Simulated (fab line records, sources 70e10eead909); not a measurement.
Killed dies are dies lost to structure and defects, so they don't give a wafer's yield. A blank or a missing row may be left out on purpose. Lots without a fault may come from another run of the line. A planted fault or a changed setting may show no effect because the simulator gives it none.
fab line records | flow nand_harc
record lots=5 wafers=15 last_day=32
route steps=1302 shown A_WL_FILL@953 END@1302
lots that met no fault: from a run of the same line without faults
start_h: hours from the record's first day to the start of the lot's first wafer shown | wait_h: hours since the lot's step before | " the same as in the row above | L1.1+2: a row that stands for several wafers | - no value, or no start given | * or withheld: withheld | < > ~ a bound
route shown NAME@n: a module of which the file shows steps, and the number in the route of the first | usual: mean/standard deviation of fault-free wafers | same: alike in all rows | chamber/n: place in a boat | sites: the reading at each site | _std_site: their standard deviation | _edge_site: outer sites' mean less inner sites' | radius_mm: how far each site lies from the wafer's centre | mask NAME#n: copy n | behind: the tool/chamber that last shaped the wafer | hold: why the lot was held/for how many hours/how that ended | device: the transistor (n, p or np) that didn't switch | end of line: the same wafers' tests at the end of the route | a step without rows: its recipe alone | killed: dies lost to structure and defects at the first sort, not the wafer's yield | map: a wafer's dies, x killed, . not, _ none there
set.NAME: the setting as run; set.NAME@STEP: as run at that earlier step | model.NAME: the simulator's own value behind a step, which no gauge read
lots at some steps of the route; a table a step, a row a wafer
services: from which hour (start_h, from the record's first day; less than 0 if before it) a tool's chamber was out of use, for how many hours, and why
## steps
# step NHARC_A_WL_FILL_RTA_01
# recipe temp_c=1000 time_s=5
# usual lamp_power_pct=29.03/0.11 lamp_zone_2_pct=29.04/0.12 wafer_temp_C_max=1003.9/0.96
# columns lot.wafer tool chamber start_h wait_h lamp_power_pct lamp_zone_2_pct wafer_temp_C_max
L264.2 rtp_anneal-01 0 557.47 - 29.18 29.15 1005.6
L264.3 " 0 " " 29.09 29.10 1003.9
L264.5 " 0 " " 29.18 29.16 1004.9
L268.2 rtp_anneal-01 0 598.42 - 29.07 29.13 1005.6
L268.4 " 0 " " 29.11 29.13 1003.7
L268.5 " 0 " " 29.14 29.13 1004.8
L273.1 rtp_anneal-02 0 658.38 - 28.92 28.90 1003.0
L273.4 " 0 " " 28.90 28.88 1002.1
L273.5 " 0 " " 28.89 28.91 1003.3
L272.2 rtp_anneal-01 0 658.57 - 29.15 29.11 1004.6
L272.5 " 0 " " 29.14 29.12 1005.8
L272.6 " 0 " " 29.14 29.11 1003.9
L274.1 rtp_anneal-01 0 667.07 - 29.15 29.18 1003.6
L274.2 " 0 " " 29.14 29.09 1003.7
L274.5 " 0 " " 29.18 29.13 1004.2
# step NHARC_A_WL_FILL_ALD_02
# recipe target_thk_a=20 pulse_time_s=3 ald_cycles=100 temp_c=450 material=TiN
# usual ald_cycles=100/0 heater_power_w=1096/130 precursor_pulse_height_rel=0.999/0.02
# columns lot.wafer tool chamber start_h wait_h ald_cycles heater_power_w precursor_pulse_height_rel
L264.2 ald_metal-04 3 557.66 0.2 100 1101 1.004
L264.3 " 1 " " 100 939 0.998
L264.5 " 3 " " 100 1097 0.973
L268.2 ald_metal-03 2 598.65 0.2 100 1129 0.983
L268.4 " 3 " " 100 953 0.971
L268.5 " 1 " " 100 978 0.986
L273.1 ald_metal-03 0 658.59 0.2 100 1336 0.978
L273.4 " 1 " " 100 1016 1.018
L273.5 " 1 " " 100 989 1.037
L272.2 ald_metal-01 1 658.79 0.2 100 964 0.956
L272.5 " 0 " " 100 928 1.019
L272.6 " 1 " " 100 974 0.962
L274.1 ald_metal-03 1 667.29 0.2 100 1003 1.007
L274.2 " 3 " " 100 967 0.967
L274.5 " 2 " " 100 1136 1.015
# step NHARC_A_WL_FILL_CVD_03
# recipe target_thk_a=400 temp_c=300 pressure_torr=40 wf6_flow_sccm=40 h2_flow_sccm=1600 ar_flow_sccm=1560 time_s=279 material=W
# step NHARC_A_WL_FILL_ETCHBACK_04
# recipe target_depth_a=600 time_s=120 chemistry=NF3
# usual drypump_motor_current_A=5.7/0.5 oes_product_au=0.997/0.014
# columns lot.wafer tool chamber start_h wait_h drypump_motor_current_A oes_product_au rf_hours_counter_h
L264.2 rie_metal-02 1 558.47 0.3 5.7 1.006 1.4
L264.3 " 1 " " 5.7 0.999 -
L264.5 " 0 " " 6.6 0.995 -
L268.2 rie_metal-01 0 599.45 0.3 5.7 0.962 0.1
L268.4 " 0 " " 5.7 0.965 -
L268.5 " 0 " " 5.7 0.961 -
L273.1 rie_metal-01 0 659.42 0.3 5.7 0.967 1.1
L273.4 " 1 " " 5.7 0.988 -
L273.5 " 0 " " 5.7 0.966 -
L272.2 rie_metal-03 0 659.61 0.3 5.1 0.996 2.2
L272.5 " 1 " " 5.1 0.996 -
L272.6 " 0 " " 5.1 1.008 -
L274.1 rie_metal-02 1 668.10 0.3 5.7 0.995 0.4
L274.2 " 0 " " 6.6 0.992 0.4
L274.5 " 1 " " 5.7 0.981 -
# step NHARC_A_WL_FILL_ETCHBACK_05
# recipe target_depth_a=220 time_s=60 temp_c=40 chemistry=Cl2/BCl3
# step NHARC_A_WL_FILL_STRIP_27
# recipe power_w=1500 temp_c=250 time_s=20 chemistry=N2/H2
# usual drypump_motor_current_A=5.90/0.25 heater_power_w=375/35 temp_c=249.99/0.16
# columns lot.wafer tool chamber start_h wait_h drypump_motor_current_A heater_power_w rf_hours_counter_h temp_c
L264.2 plasma_asher-02 1 558.85 0.1 6.11 392 29 249.98
L264.3 " 1 " " 6.11 389 - 249.86
L264.5 " 1 " " 6.08 392 - 249.83
L268.2 plasma_asher-01 1 599.83 0.2 5.50 324 13 250.01
L268.4 " 0 " " 5.70 356 - 249.87
L268.5 " 0 " " 5.69 356 - 250.17
L273.1 plasma_asher-01 0 659.82 0.1 5.65 352 25 249.71
L273.4 " 0 " " 5.65 341 - 249.74
L273.5 " 0 " " 5.69 356 - 249.97
L272.2 plasma_asher-02 1 659.98 0.1 6.14 408 10 249.88
L272.5 " 0 " " 6.07 364 - 250.27
L272.6 " 1 " " 6.09 398 - 249.88
L274.1 plasma_asher-02 0 668.48 0.1 6.07 366 12 250.35
L274.2 " 1 " " 6.08 396 12 249.47
L274.5 " 1 " " 6.09 406 - 249.81
# step NHARC_A_WL_FILL_STRIP_28
# recipe time_s=1200 temp_c=72.5 chemistry=post_etch_residue_remover
# step NHARC_A_WL_FILL_PRECLEAN_06
# recipe time_s=300 chemistry=DIW
# step NHARC_A_WL_FILL_SRD_07
# step NHARC_A_WL_FILL_ANNEAL_08
# recipe temp_c=450 time_s=1800
# step NHARC_A_WL_FILL_ALD_10
# recipe target_thk_a=500 pulse_time_s=10 ald_cycles=500 temp_c=300 material=SiO2
# usual ald_cycles=500/0 heater_power_w=437/42 precursor_pulse_height_rel=1.001/0.019
# columns lot.wafer tool chamber start_h wait_h ald_cycles heater_power_w precursor_pulse_height_rel
L264.2 ald_hk-04 3 564.73 0.6 500 450 0.970
L264.3 " 1 565.75 1.6 385 371 0.993
L264.5 " 2 " " 385 419 0.997
L268.4 ald_hk-01 2 607.45 1.1 500 499 1.008
L268.2 " 3 " " 500 450 1.004
L268.5 " 1 608.98 2.6 500 456 0.993
L273.1 ald_hk-04 1 668.07 0.1 500 366 0.997
L273.4 " 0 669.60 1.6 500 447 1.027
L273.5 " 1 " " 500 385 1.009
L272.2 ald_hk-01 1 669.10 1.1 500 466 1.009
L272.6 " 3 670.13 2.1 500 443 0.989
L272.5 " 0 " " 500 422 1.007
L274.1 ald_hk-01 1 674.60 0.6 500 460 0.977
L274.2 " 3 675.63 1.6 500 429 0.985
L274.5 " 0 " " 500 435 1.015
# step NHARC_A_WL_FILL_ETCHBACK_16
# recipe target_depth_a=1200 time_s=24 c4f8_flow_sccm=withheld o2_flow_sccm=8 ar_flow_sccm=withheld rf_w=600 bias_w=800 chemistry=C4F8/O2/Ar
# usual oes_product_au=0.989/0.025 rf_vpp_V=723/4
# columns lot.wafer tool chamber start_h wait_h oes_product_au rf_hours_counter_h rf_vpp_V
L264.3 rie_diel-07 3 - - 1.006 2.4 728
L264.2 " 0 " " 0.998 1.8 722
L264.5 " 3 " " 1.013 - 728
L268.4 rie_diel-06 2 - - 1.007 3.2 727
L268.2 " 0 " " 0.991 3.7 717
L268.5 " 2 " " 1.005 - 725
L273.1 rie_diel-07 0 - - 1.017 0.6 722
L273.4 " 1 " " 1.006 0.5 726
L273.5 " 1 " " 1.004 - 723
L272.2 rie_diel-06 2 - - 0.996 0.1 727
L272.6 " 1 " " 1.004 - 722
L272.5 " 0 " " 1.010 - 716
L274.2 rie_diel-07 3 - - 1.028 0.7 729
L274.1 " 1 " " 0.984 0.6 726
L274.5 " 3 " " 1.014 - 730
# step NHARC_END_SORT_01
# recipe temp_c=25
# usual killed_at_array=52/17 killed_at_other=1.2/1.4 killed_at_periphery=4.7/2.9 killed_dies=58/17 killed_open=3.2/1.9 killed_short=2.4/1.4
# same gross_dies=677
# columns lot.wafer tool chamber start_h wait_h killed_at_array killed_at_other killed_at_periphery killed_dies killed_open killed_short
L264.2 prober-01 0 656.38 2.8 42 1 11 54 4 4
L264.3 prober-01 0 657.18 3.1 49 2 10 61 4 3
L264.5 prober-01 0 658.77 3.7 41 2 14 57 7 1
L268.2 prober-02 0 698.75 2.8 51 0 8 59 3 3
L268.4 prober-02 0 700.38 3.4 42 0 2 44 1 1
L268.5 prober-02 0 701.20 3.8 32 0 6 38 7 2
L273.1 prober-01 0 762.05 2.5 44 1 2 47 5 2
L273.4 prober-01 0 764.46 3.4 48 1 5 54 3 2
L273.5 prober-01 0 765.27 3.7 58 4 5 67 3 1
L272.2 prober-02 0 765.75 2.8 33 2 11 46 6 4
L272.5 prober-02 0 768.11 3.6 42 2 5 49 4 2
L272.6 prober-02 0 768.90 3.9 30 1 8 39 2 2
L274.1 prober-01 0 769.88 2.5 79 0 2 81 1 2
L274.2 prober-01 0 770.67 2.8 74 0 6 80 4 4
L274.5 prober-01 0 773.06 3.7 65 0 8 73 1 6
# killed by level:class
L264.2 A_SLIT:chamber_film_flake=20 A_CHANNEL_HOLE_D1:chamber_film_flake=8 P_GATE:chamber_film_flake=6 A_CHANNEL_HOLE_D2:unspecified=3 A_CHANNEL_FILL_D2:geometric_particle:short=2 P_STI:chamber_film_flake=2 A_DECK1_JOINT:chamber_film_flake=2 A_STAIRCASE:chamber_film_flake=2
L264.3 A_SLIT:chamber_film_flake=31 P_GATE:chamber_film_flake=7 A_CHANNEL_HOLE_D1:chamber_film_flake=5 A_CONTACT:chamber_film_flake=4 A_CHANNEL_FILL_D1:geometric_particle:short=2 A_WL_FILL:geometric_particle:open=2 P_STI:chamber_film_flake=2 THIN_TSV:chamber_film_flake=2
L264.5 A_SLIT:chamber_film_flake=23 P_GATE:chamber_film_flake=7 A_CONTACT:chamber_film_flake=5 P_STI:chamber_film_flake=3 A_CHANNEL_HOLE_D1:chamber_film_flake=3 A_SGD_CUT:geometric_particle:open=2 THIN_TSV:chamber_film_flake=2 P_M1:geometric_particle:open=1
L268.2 A_CHANNEL_HOLE_D2:chamber_film_flake=20 A_CONTACT:chamber_film_flake=10 A_CHANNEL_HOLE_D1:chamber_film_flake=7 A_STAIRCASE:chamber_film_flake=5 A_SLIT:chamber_film_flake=3 A_BLC:chamber_film_flake=3 P_GATE:geometric_particle:open=2 P_ZERO_WELL:chamber_film_flake=2
L268.4 A_CHANNEL_HOLE_D2:chamber_film_flake=21 A_CHANNEL_HOLE_D1:chamber_film_flake=9 A_SLIT:chamber_film_flake=4 A_CONTACT:chamber_film_flake=3 A_ZERO_WELL:chamber_film_flake=2 A_STAIRCASE:chamber_film_flake=2 P_CONTACT:geometric_particle:open=1 A_CHANNEL_FILL_D1:geometric_particle:short=1
L268.5 A_CHANNEL_HOLE_D2:chamber_film_flake=13 A_CHANNEL_HOLE_D1:chamber_film_flake=5 A_CONTACT:chamber_film_flake=5 A_SLIT:chamber_film_flake=3 P_M0:geometric_particle:open=2 A_ONON_D1:geometric_particle:open=2 A_CHANNEL_FILL_D1:geometric_particle:open=2 P_GATE:geometric_particle:open=1
L273.1 A_SLIT:chamber_film_flake=17 A_CHANNEL_HOLE_D2:chamber_film_flake=6 A_STAIRCASE:chamber_film_flake=6 A_CHANNEL_HOLE_D1:chamber_film_flake=5 A_BLC:geometric_particle:open=2 A_CHANNEL_FILL_D1:chamber_film_flake=2 A_CONTACT:chamber_film_flake=2 P_M0:geometric_particle:open=1
L273.4 A_CHANNEL_HOLE_D1:chamber_film_flake=13 A_CHANNEL_HOLE_D2:chamber_film_flake=13 A_SLIT:chamber_film_flake=12 P_STI:chamber_film_flake=4 A_STAIRCASE:chamber_film_flake=3 A_CONTACT:chamber_film_flake=3 P_M1:geometric_particle:open=1 A_CHANNEL_FILL_D1:geometric_particle:open=1
L273.5 A_SLIT:chamber_film_flake=28 A_CHANNEL_HOLE_D2:chamber_film_flake=14 A_CHANNEL_HOLE_D1:chamber_film_flake=8 A_STAIRCASE:chamber_film_flake=4 THIN_TSV:chamber_film_flake=3 P_BONDPAD:chamber_film_flake=2 P_M0:geometric_particle:open=1 A_CHANNEL_FILL_D1:geometric_particle:open=1
L272.2 A_CHANNEL_HOLE_D1:chamber_film_flake=12 P_BONDPAD:chamber_film_flake=7 A_CONTACT:chamber_film_flake=6 A_SLIT:chamber_film_flake=4 A_DECK1_JOINT:chamber_film_flake=3 P_CONTACT:geometric_particle:open=2 A_WL_FILL:geometric_particle:open=2 A_STAIRCASE:chamber_film_flake=2
L272.5 A_CHANNEL_HOLE_D1:chamber_film_flake=14 A_SLIT:chamber_film_flake=7 A_CONTACT:chamber_film_flake=7 P_BONDPAD:chamber_film_flake=5 A_WL_FILL:chamber_film_flake=4 A_STAIRCASE:chamber_film_flake=2 THIN_TSV:chamber_film_flake=2 A_ONON_D1:geometric_particle:open=1
L272.6 A_CHANNEL_HOLE_D1:chamber_film_flake=10 A_CONTACT:chamber_film_flake=9 P_BONDPAD:chamber_film_flake=6 A_SLIT:chamber_film_flake=4 A_WL_FILL:chamber_film_flake=2 P_M0:geometric_particle:open=1 A_SGD_CUT:geometric_particle:short=1 A_WL_FILL:geometric_particle:short=1
L274.1 A_SLIT:chamber_film_flake=25 A_CHANNEL_HOLE_D2:chamber_film_flake=20 A_CHANNEL_HOLE_D1:chamber_film_flake=14 A_CONTACT:chamber_film_flake=7 A_BLC:chamber_film_flake=5 A_WL_FILL:chamber_film_flake=3 P_ZERO_WELL:chamber_film_flake=2 A_STAIRCASE:chamber_film_flake=2
L274.2 A_CHANNEL_HOLE_D2:chamber_film_flake=30 A_SLIT:chamber_film_flake=22 A_CONTACT:chamber_film_flake=5 A_BLC:chamber_film_flake=4 A_CHANNEL_HOLE_D1:chamber_film_flake=3 A_WL_FILL:chamber_film_flake=3 P_ZERO_WELL:chamber_film_flake=2 A_STAIRCASE:chamber_film_flake=2
L274.5 A_SLIT:chamber_film_flake=21 A_CHANNEL_HOLE_D2:chamber_film_flake=19 A_CHANNEL_HOLE_D1:chamber_film_flake=10 A_CONTACT:chamber_film_flake=7 A_STAIRCASE:chamber_film_flake=4 P_M0:geometric_particle:short=3 P_M2:chamber_film_flake=2 P_GATE:geometric_particle:short=1
## services
# columns tool chamber start_h hours kind
plasma_asher-01 - 542.52 3.2 repair
ald_metal-03 3 548.63 26.8 repair
rie_diel-07 0 553.70 - clean
rie_diel-07 1 553.70 - clean
rie_diel-07 2 553.70 - clean
rie_diel-07 0 555.03 3.6 repair
rie_metal-02 - 559.37 0.7 repair
rie_diel-06 2 563.09 5.4 repair
ald_metal-03 - 568.00 10.0 pm
rie_metal-01 - 575.00 9.0 pm
rie_diel-07 - 594.58 2.3 repair
plasma_asher-02 - 604.15 9.0 pm
ald_hk-04 - 613.25 10.0 pm
ald_metal-03 - 615.14 0.4 repair
rie_metal-02 - 631.00 9.0 pm
plasma_asher-01 - 633.36 6.5 repair
rie_diel-06 3 637.55 1.6 repair
ald_metal-01 3 645.59 8.9 repair
rie_diel-07 - 648.20 9.0 pm
ald_metal-04 - 652.04 10.0 pm
ald_hk-01 - 654.94 10.0 pm
rie_diel-06 - 661.20 9.0 pm
ald_metal-01 - 666.37 1.0 repair
ald_metal-01 2 669.23 4.2 repair
## key
first_sign step=NHARC_A_WL_FILL_ALD_10 reading=ald_cycles direction=down sigmas=99+ usual=500 struck=385
effect none on later readings
met_at NHARC_A_WL_FILL_ALD_10
struck_wafers L264.3,L264.5
tester_left_out L264
fault kind=process_parameter_drift tool=ald_hk-04 chamber=- onset_h=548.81 steps=NHARC_A_WL_FILL_ALD_10 channel=ald_cycles offset=-115 shape=step end_h=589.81 scope=struck_wafers_only acts_in=these_recipes_only stated=500
# tester_left_out: of these lots the tester's yield and bins aren't shown, on N5 and GAA mostly nor the transistor test; their killed dies are dies lost to structure and defects alone, not to doping, threshold or leakage, so they don't give the yield
